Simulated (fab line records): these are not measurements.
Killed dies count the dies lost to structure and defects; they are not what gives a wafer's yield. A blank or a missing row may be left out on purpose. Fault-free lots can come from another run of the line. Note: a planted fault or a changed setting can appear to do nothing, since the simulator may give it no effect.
Which tool is to blame? + flow n5 finfet + 32 wafers from 11 lots sampled at 3 of the route's 1938 steps

WHAT THE GAUGES READ, wafer by wafer
N5_BEOL_M12_INSPECT_55: inspects for defects (darkfield). Usual: raw defect count at 70, with a standard deviation of 21.
| lot  | measured     | on                | raw defect count | flag |
|------|--------------|-------------------|------------------|------|
| L825 | day 12 08:55 | defect inspect-01 | 84 46 57         |      |
| L827 | day 12 16:50 | defect inspect-01 | 73 110 84        |      |
| L826 | day 12 20:20 | defect inspect-02 | 56 56 52         |      |
| L829 | day 13 10:45 | defect inspect-01 | 66 31 62         |      |
| L831 | day 13 20:56 | defect inspect-02 | 46 72 49         |      |
| L833 | day 14 14:46 | defect inspect-02 | 82 91            |      |
| L836 | day 14 21:26 | defect inspect-02 | 69 76 71         |      |
| L838 | day 15 12:55 | defect inspect-02 | 95 72 90         |      |
| L840 | day 16 02:45 | defect inspect-01 | 87 66 67         |      |
| L841 | day 16 03:37 | defect inspect-01 | 44 50 50         |      |
| L842 | day 16 09:37 | defect inspect-01 | 72 61 63         |      |

N5_BEOL_M13_CD_MEAS_10 targets a cd of 190 nm. Usual: cd nm at 189.6 nm, with a standard deviation of 2.1.
| lot  | measured     | on        | cd nm (nm)        | flag |
|------|--------------|-----------|-------------------|------|
| L825 | day 12 09:32 | cd sem-03 | 188.4 187.4 185.8 |      |
| L827 | day 12 17:20 | cd sem-03 | 187.4 190.2 188.6 |      |
| L826 | day 12 20:50 | cd sem-02 | 186.9 188.6 188.8 |      |
| L829 | day 13 11:14 | cd sem-02 | 190.6 190.7 191.4 |      |
| L831 | day 13 21:25 | cd sem-02 | 194.3 192.9 194.0 |      |
| L833 | day 14 15:23 | cd sem-02 | 186.7 186.7       |      |
| L836 | day 14 21:56 | cd sem-03 | 190.4 188.4 188.4 |      |
| L838 | day 15 13:24 | cd sem-01 | 187.5 186.7 186.0 |      |
| L840 | day 16 03:14 | cd sem-01 | 188.6 188.4 188.3 |      |
| L841 | day 16 04:07 | cd sem-02 | 189.9 190.8 188.5 |      |
| L842 | day 16 10:13 | cd sem-01 | 191.0 190.8 190.4 |      |

WHICH TOOL RAN EACH LOT (tool, then ch and the chambers of the sampled wafers, then the start)
| lot  | N5_BEOL_M13_ILD_DEP_00          |
|------|---------------------------------|
| L825 | pecvd-04 ch 0,1,2, day 12 08:57 |
| L827 | pecvd-01 ch 0,1,2, day 12 16:52 |
| L826 | pecvd-04 ch 0,2, day 12 20:23   |
| L829 | pecvd-01 ch 0,2, day 13 10:47   |
| L831 | pecvd-04 ch 0,1,2, day 13 20:58 |
| L833 | pecvd-04 ch 1,2, day 14 14:48   |
| L836 | pecvd-04 ch 0,1,2, day 14 21:29 |
| L838 | pecvd-03 ch 0,1, day 15 12:56   |
| L840 | pecvd-04 ch 0,1,2, day 16 02:47 |
| L841 | pecvd-04 ch 0,1, day 16 03:39   |
| L842 | pecvd-04 ch 0,1,2, day 16 09:42 |
- N5_BEOL_M13_ILD_DEP_00: deposits SiOC from DEMS/O2, target thk 837.92 nm, time 166.4 s.

WHAT THE TOOLS THEMSELVES READ (means of the sampled wafers that have a number; where no wafer has one, the mark that the record gives instead)
N5_BEOL_M13_ILD_DEP_00. Usual: heater power w 502 W, standard deviation 65; showerhead plenum p Torr 5.690 Torr, standard deviation 0.015; throttle valve pct 11.5 %, standard deviation 0.61.
| lot  | tool     | heater power w (W) | showerhead plenum p Torr (Torr) | throttle valve pct (%) | flag |
|------|----------|--------------------|---------------------------------|------------------------|------|
| L825 | pecvd-04 | 516                | 5.694                           | 11.2                   |      |
| L827 | pecvd-01 | 476                | 5.689                           | 11.5                   |      |
| L826 | pecvd-04 | 440                | 5.707                           | 11.3                   |      |
| L829 | pecvd-01 | 475                | 5.680                           | 11.0                   |      |
| L831 | pecvd-04 | 491                | 5.694                           | 11.3                   |      |
| L833 | pecvd-04 | 482                | 5.710                           | 11.3                   |      |
| L836 | pecvd-04 | 466                | 5.689                           | 11.5                   |      |
| L838 | pecvd-03 | 532                | 5.675                           | 12.2                   |      |
| L840 | pecvd-04 | 478                | 5.690                           | 11.4                   |      |
| L841 | pecvd-04 | 520                | 5.690                           | 11.3                   |      |
| L842 | pecvd-04 | 489                | 5.700                           | 11.4                   |      |

THE ANSWER, worked out from the rows above alone
Rule: a lot is off if the mean of its wafers that have a number lies more than 3 standard deviations from the usual mean. A lot without any number at a reading at which 4 lots or more have one is off too. Where the step has rows for the other lots, those lots are counted as sound. First the gauges in route order, then the tools' own readings, where a lot's mean is used as printed above. At the first step where some lot is off, the reading lying furthest off is the one used; lots without a number count as furthest.
No lot is off at any reading shown: from this, nothing can be told.

WHAT THE SIMULATOR PUT IN
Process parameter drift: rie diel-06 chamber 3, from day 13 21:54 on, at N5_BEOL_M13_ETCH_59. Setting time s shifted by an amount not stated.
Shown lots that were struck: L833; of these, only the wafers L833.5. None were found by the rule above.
